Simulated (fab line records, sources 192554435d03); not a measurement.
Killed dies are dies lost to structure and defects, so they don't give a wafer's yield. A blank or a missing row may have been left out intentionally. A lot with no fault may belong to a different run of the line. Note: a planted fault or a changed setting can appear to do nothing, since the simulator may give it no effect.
Which tool is to blame? -- flow n5 finfet -- Sampling: 9 lots, 25 wafers, 5 of 1938 route steps

WHAT EACH GAUGE READ, for each wafer
N5_BEOL_M4_RC_MEAS_101. Usual: DIBL_N 36.0 mV/V, standard deviation 2.2; DIBL_P 35.9 mV/V, standard deviation 2.6; IOFF_N 0.16 nA/um, standard deviation 0.038; IOFF_P 0.21 nA/um, standard deviation 0.042; ION_N 675 uA/um, standard deviation 15; ION_P 463 uA/um, standard deviation 10; SS_N 71.5 mV/dec, standard deviation 0.62; SS_P 73.2 mV/dec, standard deviation 0.76; VT_N 250 mV, standard deviation 4.1; VT_P -251 mV, standard deviation 3.6.
lot,measured,on,DIBL_N (mV/V),DIBL_P (mV/V),IOFF_N (nA/um),IOFF_P (nA/um),ION_N (uA/um),ION_P (uA/um),SS_N (mV/dec),SS_P (mV/dec),VT_N (mV),VT_P (mV),flag
L369,day 8 00:44,prober-01,37.3 35.4,37.3 35.0,0.17 0.14,0.21 0.19,674 667,461 454,71.5 71.6,73.2 72.4,251 251,-254 -253,
L373,day 9 03:22,prober-01,38.7 36.1 33.1,39.3 35.5 32.3,0.21 0.16 0.12,0.26 0.19 0.16,690 675 662,471 459 452,72.2 72.4 71.2,74.5 73.7 72.1,245 249 252,-249 -251 -253,
L375,day 9 22:17,prober-01,36.5 34.2 35.0,35.6 34.0 34.3,0.15 0.13 0.13,0.20 0.19 0.19,672 682 673,462 473 465,71.5 70.9 70.7,73.3 72.4 72.6,249 253 251,-249 -250 -249,
L377,day 9 23:51,prober-02,37.8 35.3 35.8,37.3 34.2 33.6,0.16 0.12 0.13,0.19 0.16 0.15,675 644 653,459 445 446,71.2 70.9 71.9,73.3 73.4 72.5,252 259 256,-254 -256 -259,
L379,day 10 14:30,prober-01,38.5 32.9 37.7,36.9 30.5 36.0,0.16 0.09 0.16,0.26 0.17 0.25,684 639 674,475 447 474,71.2 70.3 71.4,73.7 72.9 73.6,248 257 248,-247 -250 -245,
L380,day 11 07:55,prober-01,34.9 35.5,34.8 36.6,0.14 0.15,0.18 0.20,681 666,466 456,71.4 71.6,72.5 73.4,250 246,-250 -254,
L382,day 11 07:28,prober-02,36.8 37.0 36.8,35.6 36.6 36.4,0.16 0.16 0.16,0.23 0.25 0.30,677 671 685,467 471 483,70.6 71.9 71.2,73.3 73.8 72.4,249 247 250,-247 -248 -246,
L383,day 12 00:31,prober-01,35.9 34.5 33.3,34.9 34.9 32.4,0.14 0.14 0.10,0.17 0.17 0.18,670 656 632,458 452 447,71.9 71.3 71.4,73.3 74.0 73.3,253 248 254,-257 -256 -252,
L391,day 13 18:21,prober-02,36.0 35.7 35.6,37.0 36.7 37.8,0.18 0.18 0.19,0.25 0.25 0.28,684 693 700,464 475 491,71.0 71.2 71.5,73.4 73.6 74.2,245 244 245,-248 -245 -245,

WHICH TOOL RAN EACH LOT (tool, then ch and the chambers of the sampled wafers, then the start)
lot,N5_HKMG_FIN_HK_ANNEAL_02,N5_HKMG_FIN_DESCUM_53,N5_HKMG_FIN_PWFM_ALD_03,N5_HKMG_FIN_ETCH_32
L369,"rtp anneal-02 ch 0, day 4 05:42","rie diel-06 ch 1, day 4 06:44","ald metal-02 ch 2,3, day 4 09:11","rie diel-04 ch 0,1, day 4 10:15"
L373,"rtp anneal-01 ch 0, day 5 09:17","rie diel-06 ch 0,1,2, day 5 10:06","ald metal-04 ch 0,1,3, day 5 12:35","rie diel-01 ch 0,2, day 5 13:37"
L375,"rtp anneal-02 ch 0, day 5 18:35","rie diel-06 ch 2,3, day 5 19:25","ald metal-03 ch 1,3, day 5 21:56","rie diel-01 ch 0,1,2, day 5 22:56"
L377,"rtp anneal-01 ch 0, day 6 06:07","rie diel-04 ch 1,3, day 6 06:59","ald metal-02 ch 0,1,2, day 6 09:29","rie diel-06 ch 1,2, day 6 10:31"
L379,"rtp anneal-01 ch 0, day 6 18:08","rie diel-01 ch 0,1,3, day 6 18:59","ald metal-04 ch 0,3, day 6 21:29","rie diel-01 ch 0,1, day 6 22:42"
L380,"rtp anneal-01 ch 0, day 6 23:01","rie diel-06 ch 0,1, day 6 23:52","ald metal-02 ch 0,1, day 7 02:31","rie diel-04 ch 1,2, day 7 03:16"
L382,"rtp anneal-02 ch 0, day 7 09:55","rie diel-06 ch 0,1,3, day 7 10:57","ald metal-02 ch 0,3, day 7 13:33","rie diel-06 ch 1,3, day 7 14:46"
L383,"rtp anneal-01 ch 0, day 7 15:41","rie diel-01 ch 0,2,3, day 7 16:33","ald metal-02 ch 0,2,3, day 7 18:59","rie diel-01 ch 0,3, day 7 19:53"
L391,"rtp anneal-01 ch 0, day 9 18:06","rie diel-06 ch 0,2, day 9 18:53","ald metal-03 ch 0,3, day 9 21:28","rie diel-06 ch 0,2,3, day 9 22:23"
- N5_HKMG_FIN_HK_ANNEAL_02: time 30 s.
- N5_HKMG_FIN_DESCUM_53: chemistry O2, time 7.9 s.
- N5_HKMG_FIN_PWFM_ALD_03: deposits TiN, target thk 2 nm, pulse time 1 s, purge time 3 s.
- N5_HKMG_FIN_ETCH_32: etches SOC in N2/H2, target depth 240 nm, time 300 s.

AS READ BY THE TOOLS THEMSELVES (means over the sampled wafers that have a number; for cases with no such wafer, the mark the record gives instead)
N5_HKMG_FIN_HK_ANNEAL_02. Usual: lamp power pct 8.80 %, standard deviation 0.051; lamp_zone_7_pct 9.192 %, standard deviation 0.011; wafer_temp_C_max 702.9, standard deviation 0.69.
lot,tool,lamp power pct (%),lamp_zone_7_pct (%),wafer_temp_C_max,flag
L369,rtp anneal-02,8.79,9.201,702.5,
L373,rtp anneal-01,8.80,9.189,703.1,
L375,rtp anneal-02,8.81,9.201,702.6,
L377,rtp anneal-01,8.74,9.196,703.9,
L379,rtp anneal-01,8.83,9.195,702.7,
L380,rtp anneal-01,8.79,9.178,702.9,
L382,rtp anneal-02,8.75,9.204,702.6,
L383,rtp anneal-01,8.81,9.203,702.7,
L391,rtp anneal-01,8.83,9.194,702.5,

N5_HKMG_FIN_DESCUM_53. Usual: drypump motor current A 5.70 A, standard deviation 0.3; oes product au 0.80 a.u., standard deviation 0.081; rf vpp V 243.3 V, standard deviation 1.2; showerhead plenum p Torr 2.10 Torr, standard deviation 0.057; throttle valve pct 20.3 %, standard deviation 0.32.
lot,tool,drypump motor current A (A),oes product au (a.u.),rf vpp V (V),showerhead plenum p Torr (Torr),throttle valve pct (%),flag
L369,rie diel-06,5.93,0.69,243.6,2.14,20.5,
L373,rie diel-06,5.71,0.80,243.9,2.09,20.2,
L375,rie diel-06,5.92,0.84,243.8,2.12,20.3,
L377,rie diel-04,5.93,0.78,242.1,2.06,20.3,
L379,rie diel-01,5.40,0.84,243.7,2.16,20.6,
L380,rie diel-06,5.74,0.77,244.5,2.08,20.1,
L382,rie diel-06,5.84,0.79,242.1,2.09,20.2,
L383,rie diel-01,5.53,0.81,242.9,2.08,20.6,
L391,rie diel-06,5.62,0.82,242.8,2.07,20.3,

N5_HKMG_FIN_PWFM_ALD_03. Usual: heater power outer w 526 W, standard deviation 50; heater power w 869 W, standard deviation 94; precursor pulse height rel 1.000, standard deviation 0.02.
lot,tool,heater power outer w (W),heater power w (W),precursor pulse height rel,flag
L369,ald metal-02,488,798,0.996,
L373,ald metal-04,561,901,0.982,
L375,ald metal-03,598,949,1.010,
L377,ald metal-02,515,873,1.017,
L379,ald metal-04,524,859,0.998,
L380,ald metal-02,494,834,1.016,
L382,ald metal-02,465,740,0.996,
L383,ald metal-02,496,776,1.004,
L391,ald metal-03,552,951,1.002,

N5_HKMG_FIN_ETCH_32. Usual: drypump motor current A 5.70 A, standard deviation 0.29; oes product au 0.80 a.u., standard deviation 0.084; rf vpp V 524.2 V, standard deviation 2.1; showerhead plenum p Torr 2.56 Torr, standard deviation 0.073; throttle valve pct 17.86 %, standard deviation 0.27.
lot,tool,drypump motor current A (A),oes product au (a.u.),rf vpp V (V),showerhead plenum p Torr (Torr),throttle valve pct (%),flag
L369,rie diel-04,5.81,0.84,525.0,2.56,17.58,
L373,rie diel-01,5.60,0.77,522.7,2.49,18.14,
L375,rie diel-01,5.52,0.79,523.8,2.57,18.17,
L377,rie diel-06,5.76,0.82,525.8,2.58,17.87,
L379,rie diel-01,5.41,0.79,526.0,2.65,18.20,
L380,rie diel-04,5.45,0.72,524.6,2.58,17.62,
L382,rie diel-06,5.97,0.73,525.4,2.59,17.86,
L383,rie diel-01,5.26,0.88,525.2,2.61,17.91,
L391,rie diel-06,5.76,0.82,523.7,2.53,17.76,

THE ANSWER, worked out from the rows above alone
Rule: a lot is off if the mean of its wafers that have a number lies more than 3 standard deviations from the usual mean. Also off: a lot with no number at a reading for which 4 or more lots have one. All remaining lots with rows at the step are treated as sound. Order of review: gauges by route order, followed by the tools' own readings, for which a lot's mean as printed above is used. The first step at which some lot is off is used, and at that step the reading that is off furthest; a lot without a number counts as furthest.
Across all readings shown, no lot is off: no conclusion can be drawn from this.

WHAT WAS PUT IN BY THE SIMULATOR
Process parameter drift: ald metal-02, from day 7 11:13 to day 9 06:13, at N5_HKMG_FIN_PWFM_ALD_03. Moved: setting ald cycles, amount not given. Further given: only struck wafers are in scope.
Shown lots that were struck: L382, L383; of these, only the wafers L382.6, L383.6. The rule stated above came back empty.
